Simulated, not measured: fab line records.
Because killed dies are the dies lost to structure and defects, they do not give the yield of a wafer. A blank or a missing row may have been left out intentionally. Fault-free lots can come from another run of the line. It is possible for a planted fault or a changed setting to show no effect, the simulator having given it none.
Split-lot experiment | flow n5_finfet | route with 1938 steps; 7 lots, 21 wafers read

== SPLIT DETAILS ==
At N5_BEOL_M12_SPUTTER_43 (material TaN, target thk 15 nm, time 24.19 s), the setting power_w was moved away from the recipe's 15000 W on 6 of the 21 wafers read, by -10.5% to +10.7%. All remaining wafers had this setting at the recipe value.

The reading is taken at the split's own step.

== THE READING ==
TaN_of_BEOL_M12_SPUTTER_43.thk_nm (the simulator's own value, which no gauge read), in nm, at N5_BEOL_M12_SPUTTER_43 (material TaN, target thk 15 nm, time 24.19 s). No usual value for it is given in the file. Here, 15 wafers ran the recipe; their average is 15.1 nm with a standard deviation of 0.26 nm.

wafer  | tool, chamber at the split | power_w as run, W | against the recipe | TaN_of_BEOL_M12_SPUTTER_43.thk_nm, nm | against lot-mates on the recipe
L076.1 | pvd_sputter-02, -          | 15000             | recipe             | 14.6                                  | -
L076.2 | pvd_sputter-02, -          | 15000             | recipe             | 15                                    | -
L076.5 | pvd_sputter-02, -          | 15000             | recipe             | 15.2                                  | -
L075.1 | pvd_sputter-02, -          | 15690             | +4.6%              | 15.8                                  | +0.7
L075.2 | pvd_sputter-02, -          | 15000             | recipe             | 15.4                                  | -
L075.4 | pvd_sputter-02, -          | 15000             | recipe             | 14.8                                  | -
L079.3 | pvd_sputter-02, -          | 15000             | recipe             | 14.8                                  | -
L079.4 | pvd_sputter-02, -          | 14040             | -6.4%              | 14.2                                  | -0.6
L079.5 | pvd_sputter-02, -          | 14040             | -6.4%              | 14.4                                  | -0.4
L080.2 | pvd_sputter-03, -          | 15000             | recipe             | 14.8                                  | -
L080.3 | pvd_sputter-03, -          | 15000             | recipe             | 15                                    | -
L080.5 | pvd_sputter-03, -          | 13430             | -10.5%             | 13.2                                  | -1.7
L089.2 | pvd_sputter-01, -          | 16610             | +10.7%             | 16.6                                  | +1.6
L089.3 | pvd_sputter-01, -          | 15000             | recipe             | 15                                    | -
L089.6 | pvd_sputter-01, -          | 16610             | +10.7%             | 16.4                                  | +1.4
L092.1 | pvd_sputter-02, -          | 15000             | recipe             | 15.2                                  | -
L092.3 | pvd_sputter-02, -          | 15000             | recipe             | 15.2                                  | -
L092.4 | pvd_sputter-02, -          | 15000             | recipe             | 15.6                                  | -
L097.2 | pvd_sputter-02, -          | 15000             | recipe             | 15.2                                  | -
L097.5 | pvd_sputter-02, -          | 15000             | recipe             | 15.2                                  | -
L097.6 | pvd_sputter-02, -          | 15000             | recipe             | 14.8                                  | -

FIT RESULTS
A straight line over all 21 wafers: TaN_of_BEOL_M12_SPUTTER_43.thk_nm changes by +0.143 nm for each +1% of power_w; r = +0.94; the points scatter about the line by 0.26 nm.
The same after taking each lot's own level away (the mean of its wafers on the recipe; 21 wafers): +0.134 nm for each +1%; r = +0.94; scatter 0.23 nm.
That fit puts the effect of the largest move of power_w on the reading at 1.4 nm.
The span of the lots' own levels, 14.80 to 15.33 nm, comes to 2.1 times the standard deviation stated above.
Hence the lot-to-lot level has little effect on the slope; both slopes agree.
Check: +1.42 nm against its lot-mates is what the line predicts for one of the wafers moved furthest among these (+10.7%) when that wafer is left out of the fit. Against them it came out at +1.6 nm.

== FURTHER SPLITS ON THESE WAFERS ==
Other splits were also applied to these wafers ahead of the reading. Each is held against what the fit with the lots' levels taken away leaves over:
other split on the same wafers    | wafers away from the commonest value | r with TaN_of_BEOL_M12_SPUTTER_43.thk_nm (lot level and that fit taken away)
N5_BEOL_M11_ETCH_41 time_s        | 7                                    | -0.11
N5_BEOL_M12_TRENCH_ETCH_34 time_s | 3                                    | +0.18

== THE FILE'S OWN FIT ==
TaN_of_BEOL_M12_SPUTTER_43.thk_nm changes by +0.141 nm for each +1% of power_w, r = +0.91.
